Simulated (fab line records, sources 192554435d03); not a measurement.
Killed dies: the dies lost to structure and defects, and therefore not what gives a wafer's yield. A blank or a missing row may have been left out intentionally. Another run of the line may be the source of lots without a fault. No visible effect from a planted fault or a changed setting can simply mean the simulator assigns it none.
Chamber matching || flow n5-finfet || rie-diel-05 running N5_BEOL_M0_SAQP_ETCH_84: 4 sister chambers
The step etches SOC in N2/H2, target depth 100 nm, overetch 20 nm, time 150 s. 14 wafers are shown with their chamber, then 7 later ones without.

## WAFERS, EACH WITH ITS CHAMBER
{"wafer": "L079.4", "chamber": 3, "showerhead-plenum-p-Torr (Torr)": 2.44, "drypump-motor-current-A (A)": 5.7, "throttle-valve-pct (%)": 17.74}
{"wafer": "L079.5", "chamber": 1, "showerhead-plenum-p-Torr (Torr)": 2.65, "drypump-motor-current-A (A)": 5.6, "throttle-valve-pct (%)": 18.06}
{"wafer": "L079.6", "chamber": 0, "showerhead-plenum-p-Torr (Torr)": 2.43, "drypump-motor-current-A (A)": 5.0, "throttle-valve-pct (%)": 17.88}
{"wafer": "L081.3", "chamber": 1, "showerhead-plenum-p-Torr (Torr)": 2.65, "drypump-motor-current-A (A)": 5.6, "throttle-valve-pct (%)": 18.07}
{"wafer": "L081.5", "chamber": 0, "showerhead-plenum-p-Torr (Torr)": 2.43, "drypump-motor-current-A (A)": 5.0, "throttle-valve-pct (%)": 17.87}
{"wafer": "L081.6", "chamber": 1, "showerhead-plenum-p-Torr (Torr)": 2.65, "drypump-motor-current-A (A)": 5.6, "throttle-valve-pct (%)": 18.08}
{"wafer": "L084.1", "chamber": 0, "showerhead-plenum-p-Torr (Torr)": 2.42, "drypump-motor-current-A (A)": 5.0, "throttle-valve-pct (%)": 17.89}
{"wafer": "L084.4", "chamber": 2, "showerhead-plenum-p-Torr (Torr)": 2.69, "drypump-motor-current-A (A)": 6.2, "throttle-valve-pct (%)": 17.99}
{"wafer": "L084.5", "chamber": 2, "showerhead-plenum-p-Torr (Torr)": 2.69, "drypump-motor-current-A (A)": 6.2, "throttle-valve-pct (%)": 17.99}
{"wafer": "L085.2", "chamber": 3, "showerhead-plenum-p-Torr (Torr)": 2.44, "drypump-motor-current-A (A)": 5.7, "throttle-valve-pct (%)": 17.78}
{"wafer": "L085.3", "chamber": 2, "showerhead-plenum-p-Torr (Torr)": 2.69, "drypump-motor-current-A (A)": 6.2, "throttle-valve-pct (%)": 17.99}
{"wafer": "L085.4", "chamber": 0, "showerhead-plenum-p-Torr (Torr)": 2.42, "drypump-motor-current-A (A)": 5.0, "throttle-valve-pct (%)": 17.88}
{"wafer": "L086.2", "chamber": 0, "showerhead-plenum-p-Torr (Torr)": 2.42, "drypump-motor-current-A (A)": 5.0, "throttle-valve-pct (%)": 17.91}
{"wafer": "L086.3", "chamber": 2, "showerhead-plenum-p-Torr (Torr)": 2.69, "drypump-motor-current-A (A)": 6.1, "throttle-valve-pct (%)": 17.99}

SIGNATURES (means of the wafers above)
{"reading": "showerhead-plenum-p-Torr", "chamber 0": 2.4240, "chamber 1": 2.6500, "chamber 2": 2.6900, "chamber 3": 2.4400, "scatter within a chamber": 0.00346}
{"reading": "drypump-motor-current-A", "chamber 0": 5.000, "chamber 1": 5.600, "chamber 2": 6.175, "chamber 3": 5.700, "scatter within a chamber": 0.0274}
{"reading": "throttle-valve-pct", "chamber 0": 17.8860, "chamber 1": 18.0700, "chamber 2": 17.9900, "chamber 3": 17.7600, "scatter within a chamber": 0.0139}
Rule: distance of a wafer from a chamber = root of the sum over the readings of ((wafer's reading minus chamber's mean) / reading's scatter) squared. If the next closest chamber is less than 2 further off than the closest, the wafer can't be placed; otherwise it belongs to the closest. The scatter: the root of (the sum of the squares of (reading less its chamber's mean) over the shown wafers, divided by (wafers less chambers)).

## WAFERS MISSING THEIR CHAMBER
{"wafer": "L086.4", "showerhead-plenum-p-Torr (Torr)": 2.44, "drypump-motor-current-A (A)": 5.8, "throttle-valve-pct (%)": 17.77}
{"wafer": "L089.1", "showerhead-plenum-p-Torr (Torr)": 2.69, "drypump-motor-current-A (A)": 6.1, "throttle-valve-pct (%)": 18.01}
{"wafer": "L089.2", "showerhead-plenum-p-Torr (Torr)": 2.64, "drypump-motor-current-A (A)": 5.6, "throttle-valve-pct (%)": 18.09}
{"wafer": "L089.4", "showerhead-plenum-p-Torr (Torr)": 2.44, "drypump-motor-current-A (A)": 5.7, "throttle-valve-pct (%)": 17.76}
{"wafer": "L097.4", "showerhead-plenum-p-Torr (Torr)": 2.68, "drypump-motor-current-A (A)": 6.1, "throttle-valve-pct (%)": 18.00}
{"wafer": "L097.5", "showerhead-plenum-p-Torr (Torr)": 2.63, "drypump-motor-current-A (A)": 5.6, "throttle-valve-pct (%)": 18.12}
{"wafer": "L097.6", "showerhead-plenum-p-Torr (Torr)": 2.41, "drypump-motor-current-A (A)": 5.0, "throttle-valve-pct (%)": 17.94}

## THE CHAMBER EACH PASSED THROUGH
{"wafer": "L086.4", "from the rows above": 3, "in truth": 3}
{"wafer": "L089.1", "from the rows above": 2, "in truth": 2}
{"wafer": "L089.2", "from the rows above": 1, "in truth": 1}
{"wafer": "L089.4", "from the rows above": 3, "in truth": 3}
{"wafer": "L097.4", "from the rows above": 2, "in truth": 2}
{"wafer": "L097.5", "from the rows above": 1, "in truth": 1}
{"wafer": "L097.6", "from the rows above": 0, "in truth": 0}
7 of 7 placed correctly. Can't be placed from these rows: 0. Wrongly placed: 0.
